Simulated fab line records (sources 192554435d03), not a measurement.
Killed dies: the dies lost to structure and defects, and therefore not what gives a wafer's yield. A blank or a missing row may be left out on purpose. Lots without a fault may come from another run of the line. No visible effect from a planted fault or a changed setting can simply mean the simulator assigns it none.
fab line records	flow n5-finfet
record: lots: 4	wafers: 12	last-day: 14
route steps=1938 shown MOL_CONTACT_COAG@596 BEOL_M0_SAQP@632 PASSIVATION@1936
lots that met no fault: taken from a fault-free run of the same line
start-h: the number of hours between the record's first day and the start of the first shown wafer of the lot	wait-h: time in hours since the lot's previous step	" the same as in the row above	L1.1+2: a single row standing in for several wafers	- either no value or no given start	* or withheld: withheld	< > ~ a bound
route shown NAME@n: names a module that has steps shown in the file, with the first one's number in the route	usual: mean and standard deviation over wafers with no fault	same: alike in all rows	chamber/n: place in a boat	sites: per-site readings	_std_site: standard deviation of those values	_edge_site: inner sites' mean taken away from outer sites' mean	radius-mm: how far each site lies from the wafer's centre	mask NAME#n: copy n	behind: the tool/chamber that last shaped the wafer	hold: reason for holding the lot/hours on hold/outcome of the hold	device: which transistor (n, p or np) failed to switch	end of line: the route-end tests of the same wafers	a step without rows: its recipe alone	killed: not the wafer's yield, but the dies lost to structure and defects at the first sort	map: shows each die of a wafer: x if killed, . if not, _ if none is there
set.NAME: setting as actually run; set.NAME@STEP: the setting as run at that earlier step	model.NAME: the simulator's own value behind a step, which no gauge read
lots at some steps of the route; a table a step, a row a wafer
services: a tool's chamber out of use, with start hour (start-h, from the record's first day; less than 0 if before it), hours out, and reason
== steps ==
step: N5_MOL_CONTACT_COAG_COAT_34
recipe: resist: CAR-EUV	spin-rpm: 1500	resist-thk-nm: 40
step: N5_MOL_CONTACT_COAG_EBR_36
recipe: solvent: PGMEA	ebr-width-mm: 1.5
step: N5_MOL_CONTACT_COAG_SOFTBAKE_35
recipe: temp-c: 110	time-s: 60	resist: CAR-EUV
step: N5_MOL_CONTACT_COAG_EXPOSE_37
recipe: mask-id: VD	na: 0.33	source-shape: annular	sigma-inner: 0.3	sigma-outer: 0.7	polarization: unpolarized	defocus-nm: 0	dose-mj: 62
step: N5_MOL_CONTACT_COAG_PEB_38
recipe: peb-temp-c: 100	peb-time-s: 60	resist: CAR-EUV
step: N5_MOL_CONTACT_COAG_DEVELOP_39
recipe: develop-time-s: 30	developer: TMAH	resist: CAR-EUV	rinse-liquid: surfactant-rinse	dry: air-spin	dev-temp-c: 23
step: N5_MOL_CONTACT_COAG_DESCUM_45
recipe: chemistry: O2	time-s: 7	source-power-w: 50	bias-power-w: 20	pressure-mtorr: 20	rf-frequency-hz: 2.712e+07	temp-c: 40	resist: CAR-EUV	o2-flow-sccm: 225
step: N5_MOL_CONTACT_COAG_ETCH_65
recipe: chemistry: N2/H2	target: underlayer	target-depth-a: 130	mask-material: CAR-EUV	time-s: 10.4	ion-energy-ev: 200	pressure-mtorr: 30	source-w: 840	bias-w: 150	n2-flow-sccm: 200	h2-flow-sccm: 200	ends: cleared
step: N5_MOL_CONTACT_COAG_ETCH_66
recipe: chemistry: CF4	target: SiARC	target-depth-a: 130	mask-material: CAR-EUV	time-s: 21.7	ion-energy-ev: 80	pressure-mtorr: 40	source-w: 545	bias-w: 36	Ar_flow_sccm: 100	cf4-flow-sccm: 100	ends: cleared
step: N5_MOL_CONTACT_COAG_ALD_133
recipe: material: SiO2	target-thk-a: 50	temp-c: 100	ald-precursor-family: BDEAS	ald-co-reactant: O2-plasma	pulse-time-s: 1	co-reactant-pulse-time-s: 1	purge-time-s: 2	co-reactant-purge-time-s: 2	ald-cycles: 35	pressure-torr: 2
usual: heater-power-w: 79/9.6	precursor-pulse-height-rel: 1.001/0.021
lot.wafer	tool	chamber	start-h	wait-h	heater-power-w	precursor-pulse-height-rel
L353.4	ald-sin-01	3	109.58	0.0	88	0.988
L353.5	"	0	"	"	81	1.022
L353.6	"	3	"	"	86	1.029
L355.2	ald-sin-04	3	127.91	0.8	81	1.006
L355.5	"	3	"	"	81	1.012
L355.6	"	0	"	"	72	1.002
L361.1	ald-sin-01	3	160.06	0.1	89	1.022
L361.2	"	2	"	"	87	0.988
L361.4	"	1	"	"	64	1.008
L362.3	ald-sin-01	1	167.14	0.9	64	0.998
L362.4	"	1	"	"	63	1.030
L362.5	"	2	"	"	88	0.991
step: N5_MOL_CONTACT_COAG_ETCHBACK_134
recipe: chemistry: CHF3	target: SiO2	target-depth-a: 100	time-s: 6.7	ion-energy-ev: 200	pressure-mtorr: 30	source-w: 610	bias-w: 170	Ar_flow_sccm: 200	CHF3_flow_sccm: 50
step: N5_MOL_CONTACT_COAG_ETCH_67
recipe: chemistry: N2/H2	target: SOC	target-depth-a: 600	overetch-a: 210	mask-material: SiARC	temp-c: 40	time-s: 101.2	ion-energy-ev: 200	pressure-mtorr: 30	source-w: 840	bias-w: 150	n2-flow-sccm: 200	h2-flow-sccm: 200
step: N5_MOL_CONTACT_COAG_STRIP_68
recipe: chemistry: N2/H2	temp-c: 40	n2-flow-sccm: 200	h2-flow-sccm: 200	rf-frequency-hz: 6e+07
step: N5_MOL_CONTACT_COAG_STRIP_69
recipe: chemistry: N2/H2	temp-c: 40	n2-flow-sccm: 200	h2-flow-sccm: 200	rf-frequency-hz: 6e+07
step: N5_MOL_CONTACT_COAG_ETCHBACK_136
recipe: chemistry: CHF3	target: SiO2	target-depth-a: 250	time-s: 16.7	ion-energy-ev: 200	pressure-mtorr: 30	source-w: 610	bias-w: 170	Ar_flow_sccm: 200	CHF3_flow_sccm: 50
step: N5_MOL_CONTACT_COAG_STRIP_120
recipe: chemistry: CHF3	resist: SiARC	rf-frequency-hz: 6e+07
step: N5_MOL_CONTACT_COAG_VIA_ETCH_117
recipe: chemistry: C4F6/O2	target-depth-a: 400	overetch-a: 80	mask-material: SOC	target: SiO2	bias-w: 455	pressure-mtorr: 10	time-s: 26	source-w: 325	Ar_flow_sccm: 300	C4F6_flow_sccm: 10	O2_flow_sccm: 10	ion-energy-ev: 575.3	ends: end-point
step: N5_MOL_CONTACT_COAG_ETCH_124
recipe: chemistry: CH3F/O2	target: SiNx	target-depth-a: 65	mask-material: SOC	stop-on: SiOC	over-etch-frac: 0.3	ion-energy-ev: 120	pressure-mtorr: 30	source-w: 395	bias-w: 73	Ar_flow_sccm: 150	CH3F_flow_sccm: 30	O2_flow_sccm: 20	ends: end-point
step: N5_MOL_CONTACT_COAG_ETCH_48
recipe: chemistry: C4F6/O2	target-depth-a: 150	overetch-a: 45	mask-material: SOC	target: SiOC	bias-w: 465	pressure-mtorr: 10	time-s: 17	source-w: 335	Ar_flow_sccm: 300	C4F6_flow_sccm: 10	O2_flow_sccm: 10	ion-energy-ev: 576
step: N5_MOL_CONTACT_COAG_STRIP_72
recipe: chemistry: N2/H2	power-w: 450	temp-c: 40	pressure-mtorr: 20	rf-frequency-hz: 6e+07	overash-fraction: 3	bias-power-w: 7	h2-frac: 0.5	n2-flow-sccm: 200	h2-flow-sccm: 200
step: N5_MOL_CONTACT_COAG_STRIP_49
recipe: chemistry: N2/H2	time-s: 30	power-w: 1000	temp-c: 250	pressure-mtorr: withheld	n2-flow-sccm: 1750	h2-flow-sccm: 3250
step: N5_MOL_CONTACT_COAG_PRECLEAN_138
recipe: chemistry: alkaline-clean	temp-c: 60	time-s: 60	do-ppb: 50
step: N5_MOL_CONTACT_COAG_SRD_139
recipe: dry: ipa-marangoni	time-s: 30	temp-c: 23	rinse-liquid: diw
step: N5_MOL_CONTACT_COAG_PRE_CLEAN_121
recipe: gas: H2/He	time-s: *	temp-c: withheld
step: N5_MOL_CONTACT_COAG_CVD_140
recipe: material: W	target-thk-a: 665	mode: selective-fill	temp-c: 300	time-s: 215
step: N5_MOL_CONTACT_COAG_PRECLEAN_127
recipe: chemistry: DIW	time-s: 57.5	temp-c: 23
step: N5_MOL_CONTACT_COAG_SRD_128
recipe: dry-time-s: 32	dry: n2-spin	spin-rpm: 1500
step: N5_MOL_CONTACT_COAG_CMP_52
recipe: stop-on: SiO2	t-overpolish-s: 1.5	post-cmp-clean: w-dilute-nh4oh	down-force-psi: 4	platen-rpm: 50.289	pad-velocity-m-s: 1.0006	target-thk-nm: 66.5
step: N5_MOL_CONTACT_COAG_ANNEAL_112
recipe: temp-c: 400	time-s: 1800	ambient: HPD2	pressure-atm: 10
step: N5_BEOL_M0_SAQP_PECVD_00
recipe: material: SiCN	target-thk-a: 80	temp-c: withheld	precursor: 3MS/NH3	pressure-torr: 3	rf-w: 202	time-s: 14
step: N5_BEOL_M0_SAQP_ILD_DEP_01
recipe: material: SiOC	target-thk-a: 454.19	temp-c: 350	precursor: DEMS/O2	pressure-torr: 5	rf-w: 500	time-s: 8.7
step: N5_BEOL_M0_SAQP_HM_DEP_02
recipe: material: TiN	target-thk-a: 120	temp-c: 25	chamber-pressure-pa: 0.49996
step: N5_BEOL_M0_SAQP_PECVD_03
recipe: material: SiCN	target-thk-a: 120	temp-c: withheld	precursor: 3MS/NH3	pressure-torr: 3	rf-w: 202	time-s: 21.1
step: N5_BEOL_M0_SAQP_PECVD_96
recipe: material: a-Si	target-thk-a: 450	temp-c: 350	precursor: SiH4/He	pressure-torr: 3	rf-w: 100	time-s: 45.2
step: N5_BEOL_M0_SAQP_PECVD_97
recipe: material: SiNx	target-thk-a: 230	temp-c: 350	precursor: SiH4/NH3/N2	pressure-torr: 1.5	rf-w: 300	time-s: 19.9
step: N5_PASSIVATION_PROBE_49
usual: defect-limited-yield: 91.5/1.5	killed_at_M0_to_M3: 32/10	killed_at_M4_up: 13/4.9	killed-at-contacts: 13/6.1	killed-at-front-end: 38/11	killed-at-other: 3/3.2	killed-dies: 101/18	killed-open: 66/13	killed-short: 32/8.3	sort_bin_5_function: 5.0/1	sort_bin_6_memory: 3.2/0.74	sort_bin_8_speed: 0.1/1.1	sort-n-pass: 1078/22	sort-yield-pct: 91.3/1.9
same: gross-dies: 1180	killed-at-back-side: 0	sort_bin_4_leakage[%]: 0
lot.wafer	tool	chamber	start-h	wait-h	defect-limited-yield[%]	killed_at_M0_to_M3	killed_at_M4_up	killed-at-contacts	killed-at-front-end	killed-at-other	killed-dies	killed-open	killed-short	sort_bin_5_function[%]	sort_bin_6_memory[%]	sort_bin_8_speed[%]	sort-n-pass	sort-yield-pct[%]
L361.1	prober-02	-	335.35	0.0	86.4	26	8	68	51	8	161	41	53	7.5	3.5	0	1019	86.4
L361.2	prober-02	-	335.40	0.1	80.7	26	6	140	56	0	228	60	30	11.4	4.9	0	952	80.7
L361.4	prober-02	-	335.50	0.2	80.6	43	7	119	54	6	229	75	46	11.8	4.8	0	951	80.6
L362.3	prober-01	-	335.45	0.1	83.9	25	8	125	29	3	190	50	26	9.3	4.1	0	990	83.9
L362.4	prober-01	-	335.50	0.2	82.8	23	9	126	41	4	203	59	37	10.4	4.1	0	977	82.8
L362.5	prober-01	-	335.55	0.2	81.4	28	17	140	29	5	219	60	33	11.3	4.9	0	961	81.4
killed by level:class
L361.1 MOL_CONTACT_COAG:unspecified=65 GATE_CUT:geometric-particle:short=16 FIN_SAQP:geometric-particle:short=10 BEOL_M0_SAQP:geometric-particle:short=8 STI_FIN_REVEAL:geometric-particle:open=6 BEOL_M0_SAQP:geometric-particle:open=6 FIN_SAQP:geometric-particle:open=4 BEOL_M1:geometric-particle:open=4
L361.2 MOL_CONTACT_COAG:unspecified=128 FIN_SAQP:geometric-particle:open=14 HKMG_FIN:area-etch=9 FIN_SAQP:geometric-particle:short=8 MOL_CONTACT_COAG:geometric-particle:open=8 BEOL_M0_SAQP:geometric-particle:short=8 BEOL_M1:geometric-particle:open=8 GATE_CUT:geometric-particle:open=5
L362.3 MOL_CONTACT_COAG:unspecified=110 MOL_CONTACT_COAG:geometric-particle:open=11 BEOL_M1:geometric-particle:open=7 FIN_SAQP:geometric-particle:short=6 BEOL_M0_SAQP:geometric-particle:open=6 FIN_SAQP:geometric-particle:open=5 STI_FIN_REVEAL:geometric-particle:open=4 GATE_CUT:geometric-particle:short=3
L361.4 MOL_CONTACT_COAG:unspecified=107 FIN_SAQP:geometric-particle:short=15 BEOL_M0_SAQP:geometric-particle:short=14 FIN_SAQP:geometric-particle:open=13 MOL_CONTACT_COAG:geometric-particle:open=9 BEOL_M0_SAQP:geometric-particle:open=7 STI_FIN_REVEAL:geometric-particle:open=6 BEOL_M2:geometric-particle:open=6
L362.4 MOL_CONTACT_COAG:unspecified=105 MOL_CONTACT_COAG:geometric-particle:open=13 FIN_SAQP:geometric-particle:short=8 GATE_CUT:geometric-particle:short=7 GATE_CUT:geometric-particle:open=7 MOL_CONTACT_COAG:geometric-particle:short=7 BEOL_M0_SAQP:geometric-particle:short=7 FIN_SAQP:geometric-particle:open=6
L362.5 MOL_CONTACT_COAG:unspecified=124 MOL_CONTACT_COAG:geometric-particle:open=12 BEOL_M0_SAQP:geometric-particle:open=10 GATE_CUT:geometric-particle:short=9 STI_FIN_REVEAL:geometric-particle:open=7 BEOL_M1:geometric-particle:open=7 BEOL_M0_SAQP:geometric-particle:short=6 FIN_SAQP:geometric-particle:short=4
map L361.4 (x killed, . not)
_________________............________________
______________....x.x..........._____________
___________.............x..........__________
__________xxx.x.x.........x........._________
________xxxxx.x....x....x.x.x........._______
_______xxxxxxxx.xxx.........x..x.x.....______
______xxxxxxxxx...x.xx.x.....x.x....x..._____
_____xxxxxxxx.xx........x................____
____xxxxxxxxxxxx............x.............___
___.xxxxxxxxxxx.x..........................__
___.xxxxxxxxxxxxxx..........xx...x.........__
__.xxxxxxxxxxxx.x......x.........x.....x...._
__..xxxxxxxxxx.x.x.x....x...x......x.x....x._
_.x.x.xx.xxxxx.......x....x...........x......
_x..xx.xx..x..................x..............
_.....xx..x......x....x..x......x.........x..
_...x..............x................x........
_............x..xx.....x.........x...........
_............x..x...........x...........x....
_.xx...................x.....................
_.....x.......................x..x.....x.....
__.x.....x......................x........x.._
__..................x.............x........._
___.............x....x..............x......__
___......xxxx.x.x....xx....................__
____x.....................x...x...x.......___
_____.....xx.x........x....x.x...........____
______.......x....x..............x......_____
_______...x....x......x................______
________......x.............x......x.._______
__________........x..........x..xxx._________
___________......x.x..x.........x..__________
______________...........xx....._____________
_________________............________________
map L362.5 (x killed, . not)
_________________............________________
______________.x....x....x..x..._____________
___________...................x....__________
__________..................x......._________
________.................x............_______
_______.......................x....x...______
______....xx.....................x......_____
_____....................................____
____...x....x.....................x.x...xx___
___.x.......x.x............................__
___x....x.........................x........__
__.....x...x.......x.x.............x........_
__......x...x.............................x._
_...........x..................x..x..........
_.....x.x..x............x....................
_..........x.....x............x.....x........
_..................x...x.....................
_..............x......x.....x....x..........x
_.......................xx.............x.....
_..............x.xx.....x....xx..........x..x
_.............x.....xxxxx.x..x...........x...
__...........x...xx.xxxxxxxx................_
__..x.x..........xxxxxxxxxxxx........x......_
___.x...x.......xxxxxxxxxxxxxx...x.....x...__
___.....x......xxxxxxxxxxxxx.x....x........__
____x......x....xxxxxxxxxxxxx..x.xx.......___
_____.....x.....xxxxxxxxxxxxxx.x......x..____
______........xxxxxxxxxxxxxxx.......x..._____
_______..x.x...x.xxxxxxxx.xx...........______
________...........xxxxxxxx..........._______
__________......xxxx.xxxx.x..x......_________
___________..........x.xx.......x..__________
______________.....x........x..._____________
_________________.x..........________________
== services ==
tool	chamber	start-h	hours	kind
ald-sin-01	-	86.31	14.0	pm
ald-sin-01	0	86.31	14.0	vent-cycle
ald-sin-01	1	86.31	14.0	vent-cycle
ald-sin-01	2	86.31	14.0	vent-cycle
ald-sin-01	3	86.31	14.0	vent-cycle
ald-sin-01	0	100.31	-	clean
ald-sin-01	1	100.31	-	clean
ald-sin-01	2	100.31	-	clean
ald-sin-01	3	100.31	-	clean
ald-sin-01	0	116.62	14.9	repair
ald-sin-04	3	139.48	-	calibration
ald-sin-04	0	164.70	5.0	repair
== key ==
first-sign: step: N5_PASSIVATION_PROBE_49	reading: killed-at-contacts	direction: up	sigmas: 17	usual: 13	struck: 120
effect: step: N5_PASSIVATION_PROBE_49	reading: defect-limited-yield	direction: down	sigmas: 5.8	usual: 91.5	struck: 82.6
more-kills-born-at: N5_MOL_CONTACT_COAG_ALD_133@ald-sin-01: 639
met-at N5_MOL_CONTACT_COAG_ALD_133
struck-wafers L361.1,L361.2,L361.4,L362.3,L362.4,L362.5
onset-between 109.58 160.06
also-fits time
fault: kind: chamber-particle-source	tool: ald-sin-01	chamber: -	onset-h: 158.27	steps: N5_MOL_CONTACT_COAG_ALD_133	rate-per-visit-cm2: 0.90894	end-h: 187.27
